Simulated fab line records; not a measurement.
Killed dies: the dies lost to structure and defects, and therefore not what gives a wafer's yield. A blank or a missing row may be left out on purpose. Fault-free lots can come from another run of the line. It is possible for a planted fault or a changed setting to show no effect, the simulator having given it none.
fab line records ; flow n5-finfet ; part 2 of 2: steps 21 to 30 of 30
record: lots: 5; wafers: 15; last-day: 17
route steps=1938 shown MIM_BOT_ETCH@1869 PASS1_CAP@1873 TV_LITHO@1875 TV_OPEN@1887 PAD_METAL@1893 PASSIVATION@1897
lots untouched by any fault: they come from a run of this same line in which no faults occurred
start-h: the number of hours between the record's first day and the start of the first shown wafer of the lot ; wait-h: how many hours have passed since the lot's step before this one ; " the same as in the row above ; L1.1+2: one row covering several wafers at once ; - no value, or no start given ; * or withheld: withheld ; < > ~ a bound
route shown NAME@n: NAME is a module with steps in the file, n the number in the route of the first one ; usual: the fault-free wafers' mean and standard deviation ; same: alike in all rows ; chamber/n: place in a boat ; sites: readings site by site ; _std_site: their standard deviation ; _edge_site: inner sites' mean taken away from outer sites' mean ; radius-mm: for every site, how far away it sits from the centre of the wafer ; mask NAME#n: copy n ; behind: tool/chamber where the wafer was last shaped ; hold: what put the lot on hold/how long, in hours/how the hold closed ; device: names the non-switching transistor (n, p or np) ; end of line: tests run on the same wafers once the route is complete ; where a step has no rows: the recipe by itself ; killed: dies lost to structure and defects at the first sort, not the wafer's yield ; map: a wafer's dies, x killed, . not, _ none there
set.NAME: the setting that was run; set.NAME@STEP: the one run at that earlier step ; model.NAME: the simulator's own value behind a step, which no gauge read
a table for each step, a row for each wafer; lots at some steps of the route
services: a tool's chamber out of use, with start hour (start-h, from the record's first day; less than 0 if before it), hours out, and reason
== steps ==
step: N5_PASSIVATION_STRIP_14
recipe: chemistry: O2; power-w: 600; temp-c: 60; pressure-mtorr: 30; rf-frequency-hz: 6e+07; bias-power-w: 0; overash-fraction: 0.5; o2-flow-sccm: 225
usual: drypump-motor-current-A: 6.0/0.48; oes-product-au: 0.81/0.074; rf-vpp-V: 3.7/0.93; showerhead-plenum-p-Torr: 2.08/0.063; throttle-valve-pct: 16.61/0.24
lot.wafer;tool;chamber;start-h;wait-h;drypump-motor-current-A;oes-product-au;rf-hours-counter-h;rf-vpp-V;showerhead-plenum-p-Torr;throttle-valve-pct
L076.1;rie-diel-03;1;274.97;0.1;5.7;0.73;204;3.9;1.98;17.00
L076.2;rie-diel-03;2;274.97;0.1;6.6;0.88;41;2.8;2.15;16.52
L076.4;rie-diel-03;2;274.97;0.1;6.6;0.89;-;2.7;2.15;16.54
L081.1;rie-diel-06;2;311.24;0.1;5.3;0.72;202;4.2;2.08;17.05
L081.2;rie-diel-06;0;311.24;0.1;6.0;0.80;118;5.2;2.13;17.00
L081.5;rie-diel-06;3;311.24;0.1;5.4;0.84;-;2.1;2.22;16.54
L088.1;rie-diel-06;1;357.43;0.1;5.5;0.86;58;2.7;2.04;16.48
L088.3;rie-diel-06;3;357.43;0.1;5.4;0.83;89;1.7;2.22;16.55
L088.4;rie-diel-06;0;357.43;0.1;6.0;0.79;130;4.8;2.12;17.03
L092.1;rie-diel-02;1;381.08;0.1;6.6;0.74;156;5.2;2.10;16.61
L092.3;rie-diel-02;3;381.08;0.1;5.2;0.78;118;4.2;2.01;16.52
L092.5;rie-diel-02;3;381.08;0.1;5.2;0.77;-;3.3;2.02;16.56
L093.1;rie-diel-03;1;392.11;0.1;5.7;0.70;243;3.9;1.97;17.04
L093.4;rie-diel-03;2;392.11;0.1;6.6;0.85;78;5.5;2.13;16.61
L093.6;rie-diel-03;0;392.11;0.1;6.2;0.86;-;5.3;2.03;16.27
step: N5_PASSIVATION_ETCH_15
recipe: chemistry: CF4/N2; target: SiCN; target-depth-a: 750; taper-deg: 2; time-s: 81.2; ion-energy-ev: 150; mask-material: SiNx; pressure-mtorr: 40; source-w: 430; bias-w: 70; Ar_flow_sccm: 100; cf4-flow-sccm: 60; n2-flow-sccm: 60
usual: drypump-motor-current-A: 6.0/0.49; oes-product-au: 0.80/0.071; rf-vpp-V: 381.9/1.6; showerhead-plenum-p-Torr: 2.19/0.057; throttle-valve-pct: 15.38/0.27
lot.wafer;tool;chamber;start-h;wait-h;drypump-motor-current-A;oes-product-au;rf-hours-counter-h;rf-vpp-V;showerhead-plenum-p-Torr;throttle-valve-pct
L076.1;rie-diel-03;1;-;-;5.6;0.73;204;379.5;2.10;15.82
L076.2;rie-diel-03;2;-;-;6.6;0.87;41;381.1;2.24;15.23
L076.4;rie-diel-03;2;-;-;6.6;0.86;-;383.7;2.24;15.21
L081.1;rie-diel-06;2;-;-;5.3;0.71;202;380.6;2.20;15.88
L081.2;rie-diel-06;0;-;-;6.0;0.81;118;382.9;2.23;15.71
L081.5;rie-diel-06;3;-;-;5.4;0.83;-;385.1;2.32;15.22
L088.1;rie-diel-06;1;-;-;5.5;0.88;58;382.2;2.16;15.28
L088.3;rie-diel-06;3;-;-;5.4;0.80;89;385.4;2.31;15.23
L088.4;rie-diel-06;0;-;-;6.1;0.79;130;382.7;2.23;15.72
L092.1;rie-diel-02;1;-;-;6.7;0.74;156;381.4;2.20;15.34
L092.3;rie-diel-02;3;-;-;5.2;0.77;118;381.4;2.13;15.39
L092.5;rie-diel-02;3;-;-;5.3;0.77;-;379.7;2.13;15.37
L093.1;rie-diel-03;1;-;-;5.7;0.70;243;378.3;2.09;15.90
L093.4;rie-diel-03;2;-;-;6.6;0.82;78;382.9;2.23;15.29
L093.6;rie-diel-03;0;-;-;6.2;0.85;-;381.6;2.13;14.94
step: N5_PASSIVATION_STRIP_73
recipe: chemistry: post-etch-residue-remover; time-s: 60; temp-c: 25; remover-ph: withheld; remover-water-wt-pct: withheld; remover-fluoride-wt-pct: withheld
lot.wafer;tool;chamber;start-h;wait-h
L076.1+2+4;wet-bench-01;0,6,5;275.13;-
L081.1+2+5;wet-bench-01;2,5,4;311.40;-
L088.1+3+4;wet-bench-05;4,5,6;357.59;-
L092.1+3+5;wet-bench-01;2,4,0;381.23;-
L093.1+4+6;wet-bench-05;0,3,1;392.27;-
step: N5_PASSIVATION_SRD_17
recipe: time-s: 30; temp-c: 23; rinse-liquid: diw; dry: n2-spin; spin-rpm: 1500; dry-time-s: 30
usual: bath-heat-duty-pct: 3.6/0.47
lot.wafer;tool;chamber;start-h;wait-h;bath-heat-duty-pct
L076.1;wet-bench-01;0;275.17;0.0;4.0
L076.2;wet-bench-01;6;275.17;0.0;4.5
L076.4;wet-bench-01;5;275.17;0.0;4.5
L081.1;wet-bench-01;2;311.44;0.0;4.3
L081.2;wet-bench-01;5;311.44;0.0;3.7
L081.5;wet-bench-01;4;311.44;0.0;3.1
L088.1;wet-bench-05;4;357.61;0.0;4.0
L088.3;wet-bench-05;5;357.61;0.0;3.3
L088.4;wet-bench-05;6;357.61;0.0;3.1
L092.1;wet-bench-01;2;381.25;0.0;3.9
L092.3;wet-bench-01;4;381.25;0.0;3.6
L092.5;wet-bench-01;0;381.25;0.0;3.9
L093.1;wet-bench-05;0;392.29;0.0;2.9
L093.4;wet-bench-05;3;392.29;0.0;3.5
L093.6;wet-bench-05;1;392.29;0.0;4.0
step: N5_PASSIVATION_DEGAS_18
recipe: ambient: vacuum; temp-c: 300; time-s: 60
usual: heater-power-w: 449/36
lot.wafer;tool;chamber;start-h;wait-h;heater-power-w
L076.1;pvd-sputter-02;-;275.24;0.0;508
L076.2;pvd-sputter-02;-;275.24;0.0;425
L076.4;pvd-sputter-02;-;275.24;0.0;438
L081.1;pvd-sputter-03;-;311.73;0.3;448
L081.2;pvd-sputter-03;-;311.73;0.3;411
L081.5;pvd-sputter-03;-;311.73;0.3;416
L088.1;pvd-sputter-03;-;358.05;0.4;400
L088.3;pvd-sputter-03;-;358.05;0.4;463
L088.4;pvd-sputter-03;-;358.05;0.4;435
L092.1;pvd-sputter-02;-;381.50;0.2;491
L092.3;pvd-sputter-02;-;381.50;0.2;421
L092.5;pvd-sputter-02;-;381.50;0.2;444
L093.1;pvd-sputter-02;-;392.62;0.3;515
L093.4;pvd-sputter-02;-;392.62;0.3;486
L093.6;pvd-sputter-02;-;392.62;0.3;519
step: N5_PASSIVATION_PRE_CLEAN_19
recipe: gas: H2/He; time-s: *; temp-c: *
usual: heater-power-w: 449/36
lot.wafer;tool;chamber;start-h;wait-h;heater-power-w
L076.1;pvd-sputter-02;-;275.28;0.0;523
L076.2;pvd-sputter-02;-;275.28;0.0;420
L076.4;pvd-sputter-02;-;275.28;0.0;440
L081.1;pvd-sputter-03;-;311.77;0.0;450
L081.2;pvd-sputter-03;-;311.77;0.0;444
L081.5;pvd-sputter-03;-;311.77;0.0;411
L088.1;pvd-sputter-03;-;358.09;0.0;399
L088.3;pvd-sputter-03;-;358.09;0.0;447
L088.4;pvd-sputter-03;-;358.09;0.0;426
L092.1;pvd-sputter-02;-;381.54;0.0;492
L092.3;pvd-sputter-02;-;381.54;0.0;425
L092.5;pvd-sputter-02;-;381.54;0.0;434
L093.1;pvd-sputter-02;-;392.66;0.0;524
L093.4;pvd-sputter-02;-;392.66;0.0;475
L093.6;pvd-sputter-02;-;392.66;0.0;520
step: N5_PASSIVATION_SPUTTER_20
recipe: material: TaN; target-thk-a: 500; temp-c: 25; chamber-pressure-pa: 0.4
usual: throttle-valve-pct: 29.6/0.94
lot.wafer;tool;chamber;start-h;wait-h;throttle-valve-pct
L076.1;pvd-sputter-02;-;275.32;0.0;27.6
L076.2;pvd-sputter-02;-;275.32;0.0;31.0
L076.4;pvd-sputter-02;-;275.32;0.0;29.5
L081.1;pvd-sputter-03;-;311.81;0.0;29.6
L081.2;pvd-sputter-03;-;311.81;0.0;30.1
L081.5;pvd-sputter-03;-;311.81;0.0;30.1
L088.1;pvd-sputter-03;-;358.13;0.0;30.2
L088.3;pvd-sputter-03;-;358.13;0.0;29.6
L088.4;pvd-sputter-03;-;358.13;0.0;30.1
L092.1;pvd-sputter-02;-;381.58;0.0;29.6
L092.3;pvd-sputter-02;-;381.58;0.0;31.0
L092.5;pvd-sputter-02;-;381.58;0.0;29.7
L093.1;pvd-sputter-02;-;392.70;0.0;27.6
L093.4;pvd-sputter-02;-;392.70;0.0;29.7
L093.6;pvd-sputter-02;-;392.70;0.0;27.6
step: N5_PASSIVATION_AL_DEP_21
recipe: material: Al; target-thk-a: 28000; temp-c: 400; time-s: 170; power-w: 30000; chamber-pressure-pa: 0.4; gas: Ar
usual: throttle-valve-pct: 29.6/0.92
lot.wafer;tool;chamber;start-h;wait-h;throttle-valve-pct
L076.1;pvd-sputter-02;-;275.42;0.1;27.8
L076.2;pvd-sputter-02;-;275.42;0.1;31.0
L076.4;pvd-sputter-02;-;275.42;0.1;29.7
L081.1;pvd-sputter-03;-;311.91;0.1;29.7
L081.2;pvd-sputter-03;-;311.91;0.1;30.0
L081.5;pvd-sputter-03;-;311.91;0.1;30.2
L088.1;pvd-sputter-03;-;358.23;0.1;30.3
L088.3;pvd-sputter-03;-;358.23;0.1;29.4
L088.4;pvd-sputter-03;-;358.23;0.1;30.0
L092.1;pvd-sputter-02;-;381.68;0.1;29.5
L092.3;pvd-sputter-02;-;381.68;0.1;30.8
L092.5;pvd-sputter-02;-;381.68;0.1;29.6
L093.1;pvd-sputter-02;-;392.80;0.1;27.7
L093.4;pvd-sputter-02;-;392.80;0.1;29.2
L093.6;pvd-sputter-02;-;392.80;0.1;27.8
step: N5_PASSIVATION_HMDS_23
recipe: time-s: 60; temp-c: 120
usual: exhaust-pa: 45.0/0.9
lot.wafer;tool;chamber;start-h;wait-h;exhaust-pa
L076.1;litho-track-01;0;275.60;0.1;46.0
L076.2;litho-track-01;0;275.60;0.1;44.5
L076.4;litho-track-01;0;275.60;0.1;44.6
L081.1;litho-track-04;0;312.10;0.1;45.0
L081.2;litho-track-04;0;312.10;0.1;44.8
L081.5;litho-track-04;0;312.10;0.1;44.2
L088.1;litho-track-03;0;358.42;0.1;44.4
L088.3;litho-track-03;0;358.42;0.1;46.0
L088.4;litho-track-03;0;358.42;0.1;45.3
L092.1;litho-track-01;0;381.86;0.1;44.3
L092.3;litho-track-01;0;381.86;0.1;44.1
L092.5;litho-track-01;0;381.86;0.1;44.0
L093.1;litho-track-01;0;392.99;0.1;42.5
L093.4;litho-track-01;0;392.99;0.1;42.6
L093.6;litho-track-01;0;392.99;0.1;42.5
step: N5_PASSIVATION_COAT_24
recipe: spin-rpm: 3000; resist-thk-nm: withheld
usual: exhaust-pa: 44.9/0.91
lot.wafer;tool;chamber;start-h;wait-h;exhaust-pa
L076.1;litho-track-01;0;-;-;44.0
L076.2;litho-track-01;0;-;-;42.9
L076.4;litho-track-01;0;-;-;43.7
L081.1;litho-track-04;0;-;-;44.8
L081.2;litho-track-04;0;-;-;43.3
L081.5;litho-track-04;0;-;-;45.7
L088.1;litho-track-03;0;-;-;45.7
L088.3;litho-track-03;0;-;-;46.4
L088.4;litho-track-03;0;-;-;45.5
L092.1;litho-track-01;0;-;-;45.4
L092.3;litho-track-01;0;-;-;45.6
L092.5;litho-track-01;0;-;-;46.0
L093.1;litho-track-01;0;-;-;43.4
L093.4;litho-track-01;0;-;-;43.8
L093.6;litho-track-01;0;-;-;44.4
== services ==
tool;chamber;start-h;hours;kind
krf-scanner-01;-;255.62;1.0;pm
rie-diel-01;-;259.93;15.6;pm
rie-diel-06;1;268.83;5.7;repair
pecvd-02;2;283.41;20.6;repair
rie-diel-01;1;286.84;1.3;repair
rie-diel-03;0;288.35;3.7;repair
pecvd-03;-;290.28;1.3;repair
krf-scanner-01;-;305.63;0.8;pm
krf-scanner-02;-;307.80;1.0;pm
krf-scanner-01;-;310.58;3.6;pm
rie-diel-01;0;311.92;8.4;repair
pecvd-04;0;327.02;6.8;repair
litho-track-04;-;342.51;-;consumable-replace:filter
krf-scanner-02;-;346.67;1.7;repair
krf-scanner-02;-;348.53;1.3;pm
rie-diel-06;-;351.47;2.8;pm
pvd-sputter-03;-;355.57;0.7;repair
krf-scanner-01;-;361.85;1.3;pm
pvd-sputter-02;-;365.16;1.1;repair
rie-diel-06;-;371.00;14.6;pm
krf-scanner-01;-;373.13;0.2;repair
rie-diel-02;0;376.49;31.0;repair
pvd-sputter-03;-;378.37;1.7;repair
pecvd-04;-;378.85;0.5;repair
